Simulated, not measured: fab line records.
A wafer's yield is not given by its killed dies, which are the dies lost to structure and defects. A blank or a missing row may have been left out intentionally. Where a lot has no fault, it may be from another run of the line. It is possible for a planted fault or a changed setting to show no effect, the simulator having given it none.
fab line records / flow n5-finfet / part 2 of 2: steps 26 to 34 of 34
[record] lots = 5 wafers = 15 last-day = 17
route steps=1938 shown BEOL_M15@1775
lots that met no fault: taken from a fault-free run of the same line
start-h: hours from the record's first day to the start of the lot's first wafer shown / wait-h: hours elapsed since this lot's preceding step / " as in the row above / L1.1+2: one row covering several wafers at once / - either no value or no given start / * or withheld: withheld / < > ~ a bound
route shown NAME@n: names a module that has steps shown in the file, with the first one's number in the route / usual: average and standard deviation across the fault-free wafers / same: alike in all rows / chamber/n: place in a boat / sites: each site's reading / _std_site: standard deviation across them / _edge_site: the outer-site mean with the inner-site mean subtracted / radius-mm: for every site, how far away it sits from the centre of the wafer / mask NAME#n: copy n / behind: the most recent tool/chamber to have shaped the wafer / hold: why the lot was held/for how many hours/how that ended / device: transistor that didn't switch, given as n, p or np / end of line: tests run on the same wafers once the route is complete / step lacking rows: just its recipe / killed: not the wafer's yield, but the dies lost to structure and defects at the first sort / map: the dies of a wafer, with x for killed, . for not killed, _ for no die there
set.NAME: the run value of the setting; set.NAME@STEP: its run value at that earlier step / model.NAME: the simulator's own value behind a step, which no gauge read
lots seen at some steps along the route; tables by step, rows by wafer
services: from which hour (start-h, from the record's first day; less than 0 if before it) a tool's chamber was out of use, for how many hours, and why
[[steps]]
[step N5_BEOL_M15_EXPOSE_25]
[recipe] mask-id = M15 na = 0.8 source-shape = annular sigma-inner = 0.5 sigma-outer = 0.8 polarization = unpolarized target-cd-nm = 400 dose-mj = 35.5
lot.wafer=L074.1+3+4 tool=krf-scanner-02 chamber=0 start-h=242.59 wait-h=- mask=M15#0
lot.wafer=L082.2+4+5 tool=krf-scanner-01 chamber=0 start-h=300.11 wait-h=- mask=M15#0
lot.wafer=L090.2+4+5 tool=krf-scanner-01 chamber=0 start-h=351.04 wait-h=- mask=M15#0
lot.wafer=L094.1+2+4 tool=krf-scanner-01 chamber=0 start-h=377.18 wait-h=- mask=M15#0
lot.wafer=L097.1+2+6 tool=krf-scanner-01 chamber=0 start-h=392.89 wait-h=- mask=M15#0
[step N5_BEOL_M15_PEB_26]
[recipe] peb-temp-c = 130 peb-time-s = 90
lot.wafer=L074.1+3+4 tool=litho-track-03 chamber=0 start-h=242.65 wait-h=0.1
lot.wafer=L082.2+4+5 tool=litho-track-03 chamber=0 start-h=300.16 wait-h=0.0
lot.wafer=L090.2+4+5 tool=litho-track-01 chamber=0 start-h=351.10 wait-h=0.0
lot.wafer=L094.1+2+4 tool=litho-track-01 chamber=0 start-h=377.24 wait-h=0.1
lot.wafer=L097.1+2+6 tool=litho-track-03 chamber=0 start-h=392.95 wait-h=0.1
[step N5_BEOL_M15_DEVELOP_27]
[recipe] develop-time-s = 45 rinse-liquid = diw dry = air-spin dev-temp-c = 21
[same] develop-time-s = 45
lot.wafer=L074.1+3+4 tool=litho-track-03 chamber=0 start-h=- wait-h=-
lot.wafer=L082.2+4+5 tool=litho-track-03 chamber=0 start-h=- wait-h=-
lot.wafer=L090.2+4+5 tool=litho-track-01 chamber=0 start-h=- wait-h=-
lot.wafer=L094.1+2+4 tool=litho-track-01 chamber=0 start-h=- wait-h=-
lot.wafer=L097.1+2+6 tool=litho-track-03 chamber=0 start-h=- wait-h=-
[step N5_BEOL_M15_HARDBAKE_32]
[recipe] temp-c = 130 time-s = 120
lot.wafer=L074.1+3+4 tool=litho-track-03 chamber=0 start-h=- wait-h=-
lot.wafer=L082.2+4+5 tool=litho-track-03 chamber=0 start-h=- wait-h=-
lot.wafer=L090.2+4+5 tool=litho-track-01 chamber=0 start-h=- wait-h=-
lot.wafer=L094.1+2+4 tool=litho-track-01 chamber=0 start-h=- wait-h=-
lot.wafer=L097.1+2+6 tool=litho-track-03 chamber=0 start-h=- wait-h=-
[step N5_BEOL_M15_CD_MEAS_28]
[recipe] target-cd-nm = 407.6 landing-energy-ev = 500 detector = se-inlens
[usual] cd-nm = 407.8/2.2
lot.wafer=L074.1 tool=cd-sem-01 chamber=0 start-h=242.76 wait-h=- cd-nm=407.2
lot.wafer=L074.3 tool=cd-sem-01 chamber=0 start-h=242.76 wait-h=- cd-nm=406.6
lot.wafer=L074.4 tool=cd-sem-01 chamber=0 start-h=242.76 wait-h=- cd-nm=409.6
lot.wafer=L082.2 tool=cd-sem-02 chamber=0 start-h=300.28 wait-h=- cd-nm=407.9
lot.wafer=L082.4 tool=cd-sem-02 chamber=0 start-h=300.28 wait-h=- cd-nm=410.8
lot.wafer=L082.5 tool=cd-sem-02 chamber=0 start-h=300.28 wait-h=- cd-nm=408.3
lot.wafer=L090.2 tool=cd-sem-01 chamber=0 start-h=351.21 wait-h=- cd-nm=407.2
lot.wafer=L090.4 tool=cd-sem-01 chamber=0 start-h=351.21 wait-h=- cd-nm=406.2
lot.wafer=L090.5 tool=cd-sem-01 chamber=0 start-h=351.21 wait-h=- cd-nm=407.1
lot.wafer=L094.1 tool=cd-sem-03 chamber=0 start-h=377.35 wait-h=- cd-nm=408.0
lot.wafer=L094.2 tool=cd-sem-03 chamber=0 start-h=377.35 wait-h=- cd-nm=405.3
lot.wafer=L094.4 tool=cd-sem-03 chamber=0 start-h=377.35 wait-h=- cd-nm=408.0
lot.wafer=L097.1 tool=cd-sem-03 chamber=0 start-h=393.06 wait-h=- cd-nm=405.7
lot.wafer=L097.2 tool=cd-sem-03 chamber=0 start-h=393.06 wait-h=- cd-nm=408.3
lot.wafer=L097.6 tool=cd-sem-03 chamber=0 start-h=393.06 wait-h=- cd-nm=410.3
[step N5_BEOL_M15_OVL_MEAS_29]
[recipe] points-per-wafer = 44
[usual] M15_OVL = 4/5.6
lot.wafer=L074.1 tool=overlay-01 chamber=0 start-h=242.79 wait-h=0.0 M15_OVL[nm]=-3
lot.wafer=L074.3 tool=overlay-01 chamber=0 start-h=242.79 wait-h=0.0 M15_OVL[nm]=5
lot.wafer=L074.4 tool=overlay-01 chamber=0 start-h=242.79 wait-h=0.0 M15_OVL[nm]=-1
lot.wafer=L082.2 tool=overlay-02 chamber=0 start-h=300.31 wait-h=0.0 M15_OVL[nm]=5
lot.wafer=L082.4 tool=overlay-02 chamber=0 start-h=300.31 wait-h=0.0 M15_OVL[nm]=-1
lot.wafer=L082.5 tool=overlay-02 chamber=0 start-h=300.31 wait-h=0.0 M15_OVL[nm]=16
lot.wafer=L090.2 tool=overlay-02 chamber=0 start-h=351.24 wait-h=0.0 M15_OVL[nm]=0
lot.wafer=L090.4 tool=overlay-02 chamber=0 start-h=351.24 wait-h=0.0 M15_OVL[nm]=1
lot.wafer=L090.5 tool=overlay-02 chamber=0 start-h=351.24 wait-h=0.0 M15_OVL[nm]=0
lot.wafer=L094.1 tool=overlay-01 chamber=0 start-h=377.38 wait-h=0.0 M15_OVL[nm]=0
lot.wafer=L094.2 tool=overlay-01 chamber=0 start-h=377.38 wait-h=0.0 M15_OVL[nm]=-6
lot.wafer=L094.4 tool=overlay-01 chamber=0 start-h=377.38 wait-h=0.0 M15_OVL[nm]=-8
lot.wafer=L097.1 tool=overlay-01 chamber=0 start-h=393.09 wait-h=0.0 M15_OVL[nm]=5
lot.wafer=L097.2 tool=overlay-01 chamber=0 start-h=393.09 wait-h=0.0 M15_OVL[nm]=10
lot.wafer=L097.6 tool=overlay-01 chamber=0 start-h=393.09 wait-h=0.0 M15_OVL[nm]=6
[step N5_BEOL_M15_INSPECT_30]
[recipe] mode = adi inspect-instrument = macro
[usual] raw-defect-count = 1.9/1.2
lot.wafer=L074.1 tool=defect-inspect-02 chamber=- start-h=242.82 wait-h=0.0 raw-defect-count=4
lot.wafer=L074.3 tool=defect-inspect-02 chamber=- start-h=242.82 wait-h=0.0 raw-defect-count=1
lot.wafer=L074.4 tool=defect-inspect-02 chamber=- start-h=242.82 wait-h=0.0 raw-defect-count=1
lot.wafer=L082.2 tool=defect-inspect-01 chamber=- start-h=300.33 wait-h=0.0 raw-defect-count=2
lot.wafer=L082.4 tool=defect-inspect-01 chamber=- start-h=300.33 wait-h=0.0 raw-defect-count=2
lot.wafer=L082.5 tool=defect-inspect-01 chamber=- start-h=300.33 wait-h=0.0 raw-defect-count=1
lot.wafer=L090.2 tool=defect-inspect-01 chamber=- start-h=351.26 wait-h=0.0 raw-defect-count=3
lot.wafer=L090.4 tool=defect-inspect-01 chamber=- start-h=351.26 wait-h=0.0 raw-defect-count=3
lot.wafer=L090.5 tool=defect-inspect-01 chamber=- start-h=351.26 wait-h=0.0 raw-defect-count=2
lot.wafer=L094.1 tool=defect-inspect-01 chamber=- start-h=377.40 wait-h=0.0 raw-defect-count=2
lot.wafer=L094.2 tool=defect-inspect-01 chamber=- start-h=377.40 wait-h=0.0 raw-defect-count=4
lot.wafer=L094.4 tool=defect-inspect-01 chamber=- start-h=377.40 wait-h=0.0 raw-defect-count=3
lot.wafer=L097.1 tool=defect-inspect-02 chamber=- start-h=393.12 wait-h=0.0 raw-defect-count=0
lot.wafer=L097.2 tool=defect-inspect-02 chamber=- start-h=393.12 wait-h=0.0 raw-defect-count=1
lot.wafer=L097.6 tool=defect-inspect-02 chamber=- start-h=393.12 wait-h=0.0 raw-defect-count=1
[step N5_BEOL_M15_DESCUM_33]
[recipe] chemistry = O2 time-s = 7.9 source-power-w = 50 bias-power-w = 20 pressure-mtorr = 20 rf-frequency-hz = 2.712e+07 temp-c = 40 o2-flow-sccm = 225
[usual] chamber-pressure-mTorr = 19.999/0.018 drypump-motor-current-A = 5.7/0.39 oes-product-au = 0.78/0.081 rf-vpp-V = 242.9/1.4 showerhead-plenum-p-Torr = 2.08/0.079 throttle-valve-pct = 20.32/0.24
lot.wafer=L074.1 tool=rie-diel-05 chamber=0 start-h=243.03 wait-h=0.2 chamber-pressure-mTorr=20.008 drypump-motor-current-A=6.0 oes-product-au=0.69 rf-hours-counter-h=228 rf-vpp-V=240.9 showerhead-plenum-p-Torr=1.98 throttle-valve-pct=20.66
lot.wafer=L074.3 tool=rie-diel-05 chamber=2 start-h=243.03 wait-h=0.2 chamber-pressure-mTorr=20.027 drypump-motor-current-A=5.6 oes-product-au=0.85 rf-hours-counter-h=54 rf-vpp-V=242.8 showerhead-plenum-p-Torr=2.14 throttle-valve-pct=20.08
lot.wafer=L074.4 tool=rie-diel-05 chamber=1 start-h=243.03 wait-h=0.2 chamber-pressure-mTorr=19.990 drypump-motor-current-A=5.7 oes-product-au=0.79 rf-hours-counter-h=121 rf-vpp-V=242.2 showerhead-plenum-p-Torr=1.95 throttle-valve-pct=20.73
lot.wafer=L082.2 tool=rie-diel-01 chamber=3 start-h=300.39 wait-h=0.1 chamber-pressure-mTorr=20.026 drypump-motor-current-A=5.5 oes-product-au=0.68 rf-hours-counter-h=246 rf-vpp-V=244.5 showerhead-plenum-p-Torr=2.15 throttle-valve-pct=20.52
lot.wafer=L082.4 tool=rie-diel-01 chamber=1 start-h=300.39 wait-h=0.1 chamber-pressure-mTorr=19.972 drypump-motor-current-A=5.6 oes-product-au=0.69 rf-hours-counter-h=- rf-vpp-V=242.9 showerhead-plenum-p-Torr=2.08 throttle-valve-pct=20.67
lot.wafer=L082.5 tool=rie-diel-01 chamber=3 start-h=300.39 wait-h=0.1 chamber-pressure-mTorr=20.022 drypump-motor-current-A=5.5 oes-product-au=0.68 rf-hours-counter-h=- rf-vpp-V=243.2 showerhead-plenum-p-Torr=2.15 throttle-valve-pct=20.50
lot.wafer=L090.2 tool=rie-diel-01 chamber=1 start-h=351.30 wait-h=0.0 chamber-pressure-mTorr=19.998 drypump-motor-current-A=5.6 oes-product-au=0.68 rf-hours-counter-h=240 rf-vpp-V=242.4 showerhead-plenum-p-Torr=2.07 throttle-valve-pct=20.70
lot.wafer=L090.4 tool=rie-diel-01 chamber=2 start-h=351.30 wait-h=0.0 chamber-pressure-mTorr=20.012 drypump-motor-current-A=5.5 oes-product-au=0.92 rf-hours-counter-h=- rf-vpp-V=243.4 showerhead-plenum-p-Torr=2.14 throttle-valve-pct=20.31
lot.wafer=L090.5 tool=rie-diel-01 chamber=0 start-h=351.30 wait-h=0.0 chamber-pressure-mTorr=19.982 drypump-motor-current-A=5.3 oes-product-au=0.89 rf-hours-counter-h=- rf-vpp-V=242.9 showerhead-plenum-p-Torr=2.12 throttle-valve-pct=20.08
lot.wafer=L094.1 tool=rie-diel-04 chamber=3 start-h=377.47 wait-h=0.1 chamber-pressure-mTorr=19.991 drypump-motor-current-A=5.4 oes-product-au=0.79 rf-hours-counter-h=119 rf-vpp-V=243.9 showerhead-plenum-p-Torr=2.02 throttle-valve-pct=20.25
lot.wafer=L094.2 tool=rie-diel-04 chamber=2 start-h=377.47 wait-h=0.1 chamber-pressure-mTorr=19.952 drypump-motor-current-A=5.6 oes-product-au=0.71 rf-hours-counter-h=198 rf-vpp-V=242.2 showerhead-plenum-p-Torr=2.06 throttle-valve-pct=19.99
lot.wafer=L094.4 tool=rie-diel-04 chamber=1 start-h=377.47 wait-h=0.1 chamber-pressure-mTorr=20.010 drypump-motor-current-A=6.5 oes-product-au=0.68 rf-hours-counter-h=236 rf-vpp-V=241.1 showerhead-plenum-p-Torr=2.07 throttle-valve-pct=20.45
lot.wafer=L097.1 tool=rie-diel-04 chamber=1 start-h=393.88 wait-h=0.8 chamber-pressure-mTorr=20.033 drypump-motor-current-A=6.5 oes-product-au=0.68 rf-hours-counter-h=242 rf-vpp-V=243.1 showerhead-plenum-p-Torr=2.07 throttle-valve-pct=20.45
lot.wafer=L097.2 tool=rie-diel-04 chamber=0 start-h=393.88 wait-h=0.8 chamber-pressure-mTorr=19.982 drypump-motor-current-A=6.6 oes-product-au=0.75 rf-hours-counter-h=169 rf-vpp-V=243.9 showerhead-plenum-p-Torr=2.17 throttle-valve-pct=20.67
lot.wafer=L097.6 tool=rie-diel-04 chamber=0 start-h=393.88 wait-h=0.8 chamber-pressure-mTorr=19.990 drypump-motor-current-A=6.5 oes-product-au=0.76 rf-hours-counter-h=- rf-vpp-V=244.5 showerhead-plenum-p-Torr=2.17 throttle-valve-pct=20.67
[step N5_BEOL_M15_ETCH_61]
[recipe] chemistry = N2/H2 target = BARC target-depth-a = 890 overetch-a = 267 time-s = 67.9 ion-energy-ev = 200 pressure-mtorr = 30 source-w = 840 bias-w = 150 n2-flow-sccm = 200 h2-flow-sccm = 200
[usual] chamber-pressure-mTorr = 30.005/0.027 drypump-motor-current-A = 5.7/0.39 oes-product-au = 0.66/0.066 rf-vpp-V = 523.2/2.8 showerhead-plenum-p-Torr = 2.53/0.098 throttle-valve-pct = 17.84/0.22
lot.wafer=L074.1 tool=rie-diel-05 chamber=0 start-h=243.07 wait-h=0.0 chamber-pressure-mTorr=29.988 drypump-motor-current-A=6.1 oes-product-au=0.59 rf-hours-counter-h=228 rf-vpp-V=521.6 showerhead-plenum-p-Torr=2.40 throttle-valve-pct=18.03
lot.wafer=L074.3 tool=rie-diel-05 chamber=2 start-h=243.07 wait-h=0.0 chamber-pressure-mTorr=29.992 drypump-motor-current-A=5.5 oes-product-au=0.73 rf-hours-counter-h=54 rf-vpp-V=525.6 showerhead-plenum-p-Torr=2.60 throttle-valve-pct=17.57
lot.wafer=L074.4 tool=rie-diel-05 chamber=1 start-h=243.07 wait-h=0.0 chamber-pressure-mTorr=30.002 drypump-motor-current-A=5.7 oes-product-au=0.65 rf-hours-counter-h=121 rf-vpp-V=519.5 showerhead-plenum-p-Torr=2.34 throttle-valve-pct=17.96
lot.wafer=L082.2 tool=rie-diel-01 chamber=3 start-h=300.42 wait-h=0.0 chamber-pressure-mTorr=30.007 drypump-motor-current-A=5.5 oes-product-au=0.58 rf-hours-counter-h=246 rf-vpp-V=526.6 showerhead-plenum-p-Torr=2.61 throttle-valve-pct=17.97
lot.wafer=L082.4 tool=rie-diel-01 chamber=1 start-h=300.42 wait-h=0.0 chamber-pressure-mTorr=30.043 drypump-motor-current-A=5.6 oes-product-au=0.59 rf-hours-counter-h=- rf-vpp-V=522.7 showerhead-plenum-p-Torr=2.52 throttle-valve-pct=18.24
lot.wafer=L082.5 tool=rie-diel-01 chamber=3 start-h=300.42 wait-h=0.0 chamber-pressure-mTorr=29.967 drypump-motor-current-A=5.5 oes-product-au=0.59 rf-hours-counter-h=- rf-vpp-V=526.2 showerhead-plenum-p-Torr=2.61 throttle-valve-pct=17.96
lot.wafer=L090.2 tool=rie-diel-01 chamber=1 start-h=351.33 wait-h=0.0 chamber-pressure-mTorr=29.987 drypump-motor-current-A=5.6 oes-product-au=0.58 rf-hours-counter-h=240 rf-vpp-V=522.4 showerhead-plenum-p-Torr=2.52 throttle-valve-pct=18.26
lot.wafer=L090.4 tool=rie-diel-01 chamber=2 start-h=351.33 wait-h=0.0 chamber-pressure-mTorr=29.967 drypump-motor-current-A=5.5 oes-product-au=0.78 rf-hours-counter-h=- rf-vpp-V=526.7 showerhead-plenum-p-Torr=2.61 throttle-valve-pct=17.91
lot.wafer=L090.5 tool=rie-diel-01 chamber=0 start-h=351.33 wait-h=0.0 chamber-pressure-mTorr=30.029 drypump-motor-current-A=5.3 oes-product-au=0.75 rf-hours-counter-h=- rf-vpp-V=525.5 showerhead-plenum-p-Torr=2.58 throttle-valve-pct=17.61
lot.wafer=L094.1 tool=rie-diel-04 chamber=3 start-h=377.50 wait-h=0.0 chamber-pressure-mTorr=29.949 drypump-motor-current-A=5.4 oes-product-au=0.69 rf-hours-counter-h=119 rf-vpp-V=521.9 showerhead-plenum-p-Torr=2.47 throttle-valve-pct=17.93
lot.wafer=L094.2 tool=rie-diel-04 chamber=2 start-h=377.50 wait-h=0.0 chamber-pressure-mTorr=30.015 drypump-motor-current-A=5.6 oes-product-au=0.61 rf-hours-counter-h=198 rf-vpp-V=522.8 showerhead-plenum-p-Torr=2.54 throttle-valve-pct=17.70
lot.wafer=L094.4 tool=rie-diel-04 chamber=1 start-h=377.50 wait-h=0.0 chamber-pressure-mTorr=30.026 drypump-motor-current-A=6.5 oes-product-au=0.58 rf-hours-counter-h=236 rf-vpp-V=523.3 showerhead-plenum-p-Torr=2.49 throttle-valve-pct=17.65
lot.wafer=L097.1 tool=rie-diel-04 chamber=1 start-h=393.92 wait-h=0.0 chamber-pressure-mTorr=29.990 drypump-motor-current-A=6.5 oes-product-au=0.58 rf-hours-counter-h=242 rf-vpp-V=522.6 showerhead-plenum-p-Torr=2.48 throttle-valve-pct=17.66
lot.wafer=L097.2 tool=rie-diel-04 chamber=0 start-h=393.92 wait-h=0.0 chamber-pressure-mTorr=30.012 drypump-motor-current-A=6.5 oes-product-au=0.65 rf-hours-counter-h=169 rf-vpp-V=526.2 showerhead-plenum-p-Torr=2.64 throttle-valve-pct=18.22
lot.wafer=L097.6 tool=rie-diel-04 chamber=0 start-h=393.92 wait-h=0.0 chamber-pressure-mTorr=30.058 drypump-motor-current-A=6.6 oes-product-au=0.65 rf-hours-counter-h=- rf-vpp-V=526.2 showerhead-plenum-p-Torr=2.64 throttle-valve-pct=18.21
[[services]]
tool=rie-diel-04 chamber=- start-h=219.11 hours=0.4 kind=repair
tool=wet-bench-03 chamber=- start-h=223.88 hours=4.6 kind=repair
tool=krf-scanner-02 chamber=- start-h=227.49 hours=1.0 kind=pm
tool=litho-track-01 chamber=- start-h=236.73 hours=- kind=consumable-replace:filter
tool=litho-track-03 chamber=- start-h=241.81 hours=- kind=consumable-replace:filter
tool=krf-scanner-01 chamber=- start-h=252.72 hours=0.8 kind=pm
tool=rie-diel-05 chamber=2 start-h=262.35 hours=13.6 kind=repair
tool=rie-diel-01 chamber=2 start-h=275.85 hours=- kind=clean
tool=rie-diel-01 chamber=2 start-h=275.85 hours=- kind=consumable-replace:focus-ring
tool=krf-scanner-01 chamber=- start-h=278.91 hours=1.3 kind=pm
tool=rie-diel-05 chamber=- start-h=292.60 hours=0.7 kind=repair
tool=krf-scanner-01 chamber=- start-h=293.55 hours=1.0 kind=pm
tool=krf-scanner-02 chamber=- start-h=303.76 hours=3.6 kind=pm
tool=krf-scanner-02 chamber=- start-h=310.09 hours=0.4 kind=repair
tool=krf-scanner-01 chamber=- start-h=319.86 hours=1.0 kind=repair
tool=wet-bench-05 chamber=- start-h=323.62 hours=4.4 kind=pm
tool=rie-diel-05 chamber=1 start-h=328.40 hours=64.7 kind=repair
tool=krf-scanner-02 chamber=- start-h=332.46 hours=0.8 kind=pm
tool=rie-diel-01 chamber=3 start-h=333.67 hours=1.7 kind=repair
tool=rie-diel-01 chamber=- start-h=342.24 hours=0.3 kind=repair
tool=rie-diel-05 chamber=0 start-h=348.81 hours=15.9 kind=repair
tool=rie-diel-01 chamber=- start-h=354.16 hours=0.9 kind=repair
tool=rie-diel-01 chamber=0 start-h=371.81 hours=12.2 kind=repair
tool=rie-diel-05 chamber=- start-h=372.31 hours=2.8 kind=pm
